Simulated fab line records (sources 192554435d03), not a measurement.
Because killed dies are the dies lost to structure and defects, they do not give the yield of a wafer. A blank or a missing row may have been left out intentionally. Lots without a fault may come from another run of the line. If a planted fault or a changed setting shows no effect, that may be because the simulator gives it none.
Chamber matching / flow n5 finfet / N5_FIN_SAQP_SPACER1_ETCHBACK_25 on rie diel-02 has 4 sister chambers
The step etches SiO2 in CHF3/O2, target depth 24.4 nm, time 12.2 s. 18 wafers are shown with their chamber, then 8 later ones without.

WAFERS PAIRED WITH THEIR CHAMBERS
wafer=L074.2; chamber=1; throttle valve pct (%)=19.12; drypump motor current A (A)=5.5; showerhead plenum p Torr (Torr)=2.40
wafer=L074.3; chamber=2; throttle valve pct (%)=18.91; drypump motor current A (A)=5.2; showerhead plenum p Torr (Torr)=2.41
wafer=L074.4; chamber=3; throttle valve pct (%)=18.51; drypump motor current A (A)=6.3; showerhead plenum p Torr (Torr)=2.32
wafer=L078.1; chamber=0; throttle valve pct (%)=18.66; drypump motor current A (A)=6.1; showerhead plenum p Torr (Torr)=2.30
wafer=L078.3; chamber=1; throttle valve pct (%)=19.13; drypump motor current A (A)=5.5; showerhead plenum p Torr (Torr)=2.39
wafer=L078.5; chamber=2; throttle valve pct (%)=18.91; drypump motor current A (A)=5.2; showerhead plenum p Torr (Torr)=2.41
wafer=L080.2; chamber=3; throttle valve pct (%)=18.53; drypump motor current A (A)=6.3; showerhead plenum p Torr (Torr)=2.31
wafer=L080.4; chamber=1; throttle valve pct (%)=19.14; drypump motor current A (A)=5.5; showerhead plenum p Torr (Torr)=2.39
wafer=L080.6; chamber=3; throttle valve pct (%)=18.52; drypump motor current A (A)=6.3; showerhead plenum p Torr (Torr)=2.31
wafer=L081.2; chamber=2; throttle valve pct (%)=18.93; drypump motor current A (A)=5.2; showerhead plenum p Torr (Torr)=2.40
wafer=L081.3; chamber=3; throttle valve pct (%)=18.53; drypump motor current A (A)=6.4; showerhead plenum p Torr (Torr)=2.31
wafer=L081.5; chamber=2; throttle valve pct (%)=18.94; drypump motor current A (A)=5.2; showerhead plenum p Torr (Torr)=2.40
wafer=L085.1; chamber=2; throttle valve pct (%)=18.95; drypump motor current A (A)=5.2; showerhead plenum p Torr (Torr)=2.40
wafer=L085.3; chamber=0; throttle valve pct (%)=18.68; drypump motor current A (A)=6.1; showerhead plenum p Torr (Torr)=2.29
wafer=L085.6; chamber=1; throttle valve pct (%)=19.14; drypump motor current A (A)=5.5; showerhead plenum p Torr (Torr)=2.39
wafer=L086.2; chamber=1; throttle valve pct (%)=19.14; drypump motor current A (A)=5.5; showerhead plenum p Torr (Torr)=2.39
wafer=L086.3; chamber=0; throttle valve pct (%)=18.68; drypump motor current A (A)=6.0; showerhead plenum p Torr (Torr)=2.29
wafer=L086.4; chamber=2; throttle valve pct (%)=18.95; drypump motor current A (A)=5.2; showerhead plenum p Torr (Torr)=2.40

SIGNATURES, as means of the wafers listed above
reading=throttle valve pct; chamber 0=18.6733; chamber 1=19.1340; chamber 2=18.9317; chamber 3=18.5225; scatter within a chamber=0.0135
reading=drypump motor current A; chamber 0=6.067; chamber 1=5.500; chamber 2=5.200; chamber 3=6.325; scatter within a chamber=0.0318
reading=showerhead plenum p Torr; chamber 0=2.2933; chamber 1=2.3920; chamber 2=2.4033; chamber 3=2.3125; scatter within a chamber=0.00504
Rule: for a wafer and a chamber, the distance is found by dividing, reading by reading, the gap between the wafer's reading and the chamber's mean by the reading's scatter, squaring, summing and taking the root. If the next closest chamber is less than 2 further off than the closest, the wafer can't be placed; otherwise it belongs to the closest. The scatter: take each reading less its chamber's mean, square it, sum over the shown wafers, divide by the number of wafers less the number of chambers, and take the root.

WAFERS WITHOUT THEIR CHAMBER
wafer=L088.3; throttle valve pct (%)=18.96; drypump motor current A (A)=5.2; showerhead plenum p Torr (Torr)=2.40
wafer=L088.5; throttle valve pct (%)=18.68; drypump motor current A (A)=6.1; showerhead plenum p Torr (Torr)=2.29
wafer=L088.6; throttle valve pct (%)=19.15; drypump motor current A (A)=5.5; showerhead plenum p Torr (Torr)=2.39
wafer=L091.3; throttle valve pct (%)=19.15; drypump motor current A (A)=5.5; showerhead plenum p Torr (Torr)=2.38
wafer=L091.4; throttle valve pct (%)=18.56; drypump motor current A (A)=6.3; showerhead plenum p Torr (Torr)=2.30
wafer=L091.5; throttle valve pct (%)=19.18; drypump motor current A (A)=5.5; showerhead plenum p Torr (Torr)=2.38
wafer=L096.2; throttle valve pct (%)=19.19; drypump motor current A (A)=5.5; showerhead plenum p Torr (Torr)=2.38
wafer=L096.4; throttle valve pct (%)=19.00; drypump motor current A (A)=5.2; showerhead plenum p Torr (Torr)=2.39

EACH ONE'S CHAMBER
wafer=L088.3; from the rows above=2; in truth=2
wafer=L088.5; from the rows above=0; in truth=0
wafer=L088.6; from the rows above=1; in truth=1
wafer=L091.3; from the rows above=1; in truth=1
wafer=L091.4; from the rows above=3; in truth=3
wafer=L091.5; from the rows above=1; in truth=1
wafer=L096.2; from the rows above=1; in truth=1
wafer=L096.4; from the rows above=2; in truth=2
Placed correctly: 8 of 8. Number that these rows cannot place: 0. Wrongly placed: 0.
